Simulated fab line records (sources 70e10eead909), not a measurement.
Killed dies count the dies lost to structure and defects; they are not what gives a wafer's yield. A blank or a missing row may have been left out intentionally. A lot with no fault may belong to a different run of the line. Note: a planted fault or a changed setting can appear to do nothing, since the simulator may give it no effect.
Struck lot and sound lot, side by side / flow nand-harc / 15 out of 1302 route steps
Sound: these wafers, L309.1, L309.2, L309.6. The struck wafers were L310.2, L310.4, L310.6. The cause is given at the end.
Per side, at each step with rows, come the tool, then ch with its chambers, and then its first start. Under that, the readings that differ: sound wafers / struck wafers / difference of the means / sigmas: that difference in standard deviations of wafers without a fault.
alike: a reading whose means differ by less than 2 such deviations, as well as words and numbers matching on both sides. not compared: withheld readings; readings where some wafer has no value; bounds like >300 that might hide an equal value; numbers whose values overlap and for which the record gives no deviation.
A row with sigmas, a row that says differs or no value, or rows on one side alone: a step with any of these is where the two part. When numbers do not overlap yet have no deviation, they are printed without sigmas and do not part them. A reading that every wafer of one side lacks parts them only if that side has two wafers or more.

NHARC_A_CHANNEL_FILL_D2_ALD_03: deposits SiNx, target thk 6 nm, pulse time 60 s, ald cycles 58.
  sound: ald-sin-batch-01 ch 0; struck: ald-sin-batch-02 ch 0
  alike: precursor-pulse-height-rel
NHARC_A_CHANNEL_FILL_D2_ALD_14: deposits SiO2, target thk 2.5 nm, pulse time 10 s, ald cycles 25.
  sound on ald-hk-02 ch 2,3, day 14 17:35; struck on ald-hk-03 ch 0,1, day 15 05:45
  alike: heater-power-w, precursor-pulse-height-rel
NHARC_A_CHANNEL_FILL_D2_ALD_15: deposits SiNx, target thk 2 nm, pulse time 60 s, ald cycles 19.
  sound: ald-sin-batch-03 ch 0; struck: ald-sin-batch-03 ch 0
  alike: precursor-pulse-height-rel
NHARC_A_CHANNEL_FILL_D2_ALD_16: deposits SiO2, target thk 1.5 nm, pulse time 10 s, ald cycles 15.
  sound on ald-hk-02 ch 0,3, day 14 22:32; struck on ald-hk-01 ch 0,1,3, day 15 10:56
  alike: heater-power-w, precursor-pulse-height-rel
then, 2 steps without rows for these wafers: NHARC_A_CHANNEL_FILL_D2_ANNEAL_17 (time 1800 s); NHARC_A_CHANNEL_FILL_D2_CVD_18 (deposits poly-Si, target thk 3 nm).
NHARC_A_CHANNEL_FILL_D2_ETCHBACK_19: etches the open film in HBr/Cl2, target depth 5 nm, time 1.7 s.
  sound on rie-si-03 ch 1,2, day 15 10:22; struck on rie-si-03 ch 0,1,2, day 15 22:53
  alike: drypump-motor-current-A, oes-product-au, throttle-valve-pct
  not compared: rf-hours-counter-h
then, 5 steps without rows for these wafers: NHARC_A_CHANNEL_FILL_D2_ETCHBACK_20 (etches the open film in C4F8/O2/Ar, target depth 27 nm, time 13.5 s); NHARC_A_CHANNEL_FILL_D2_STRIP_28 (strips in O2, time 20 s); NHARC_A_CHANNEL_FILL_D2_PRECLEAN_21 (cleans in dHF, time 30 s); NHARC_A_CHANNEL_FILL_D2_SRD_23; NHARC_A_CHANNEL_FILL_D2_CVD_05 (deposits poly-Si, target thk 5 nm).
NHARC_A_CHANNEL_FILL_D2_ANNEAL_22: time 7200 s.
  sound on furnace-01 ch 0, day 15 19:16; struck on furnace-01 ch 0, day 16 06:47
reading=spike-tc-bottom-C (C); sound=647.7 645.7 647.0; struck=632.8 633.5 631.7; difference=-14.1; sigmas=-7
reading=spike-tc-centre-C (C); sound=620.5 620.2 620.9; struck=606.7 605.1 606.5; difference=-14.4; sigmas=-15
reading=spike-tc-lower-C (C); sound=620.4 619.0 620.3; struck=605.4 607.6 605.8; difference=-13.6; sigmas=-15
reading=spike-tc-top-C (C); sound=641.8 640.1 640.1; struck=626.9 627.3 627.5; difference=-13.4; sigmas=-7
reading=spike-tc-upper-C (C); sound=618.3 619.7 620.1; struck=603.2 605.6 605.2; difference=-14.7; sigmas=-11
reading=tube-center-temp-C (C); sound=620.05 619.93 620.11; struck=605.95 606 606.01; difference=-14.04; sigmas=-99 or more
reading=tube_center_temp_C_max; sound=621.48 621.50 621.73; struck=608.18 607.92 607.86; difference=-13.58; sigmas=-52
  alike: zone-power-lower-pct
NHARC_A_CHANNEL_FILL_D2_THK_MEAS_06: measures by ellipsometry.
  sound on film-metro-01 at day 15 23:16; struck on film-metro-01 at day 16 10:46
  alike: thk-nm
NHARC_END_SORT_01:
  the record has rows for the sound wafers here (prober-02 ch 0, day 25 14:55) and none for the struck ones

== WHERE THEY PART ==
Earliest at NHARC_A_CHANNEL_FILL_D2_ANNEAL_22; latest, in this record, at NHARC_END_SORT_01.

WHY: whatever the simulator had introduced
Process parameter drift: furnace-01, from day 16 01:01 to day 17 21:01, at NHARC_A_CHANNEL_FILL_D2_ANNEAL_22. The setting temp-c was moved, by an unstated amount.
